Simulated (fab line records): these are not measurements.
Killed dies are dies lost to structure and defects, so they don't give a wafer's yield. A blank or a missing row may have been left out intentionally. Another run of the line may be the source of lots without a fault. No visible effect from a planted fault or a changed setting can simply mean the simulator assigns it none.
Chamber matching -- flow n5_finfet -- rie_diel-02 running N5_GATE_CUT_ETCH_28: 4 sister chambers
The step etches underlayer in N2/H2, target depth 13 nm, time 10.4 s. 8 wafers are shown with their chamber, then 9 later ones without.

WAFERS WITH THEIR CHAMBER
wafer,chamber,showerhead_plenum_p_Torr (Torr),drypump_motor_current_A (A)
L081.3,0,2.61,4.8
L085.3,0,2.60,4.8
L089.2,3,2.43,5.9
L089.4,1,2.44,5.6
L089.5,2,2.48,6.1
L091.1,1,2.43,5.6
L091.4,2,2.47,6.0
L091.6,3,2.43,5.9

WAFERS WITH NO CHAMBER GIVEN
wafer,showerhead_plenum_p_Torr (Torr),drypump_motor_current_A (A)
L092.1,2.43,5.6
L092.2,2.47,6.1
L092.5,2.43,5.9
L094.1,2.47,6.1
L094.4,2.60,4.8
L094.5,2.43,5.6
L097.4,2.47,6.1
L097.5,2.43,5.6
L097.6,2.60,4.8

THE CHAMBER EACH PASSED THROUGH
wafer,from the rows above,in truth
L092.1,1,1
L092.2,2,2
L092.5,3,3
L094.1,2,2
L094.4,0,0
L094.5,1,1
L097.4,2,2
L097.5,1,1
L097.6,0,0
9 of 9 placed correctly. Number that these rows cannot place: 0. 0 placed wrongly.
How it was worked out, from the rows above alone: a wafer's distance from a chamber is the root of the sum, over the readings, of the square of ((its reading less the chamber's mean) divided by the reading's scatter). The wafer belongs to the nearest chamber; if the next one is less than 2 further off, it can't be placed. For every chamber, the mean is computed from those of its wafers that are shown. How the scatter is found: for the shown wafers, subtract from each reading the mean of its chamber, square and add these, divide the total by (wafers less chambers), then take the root.
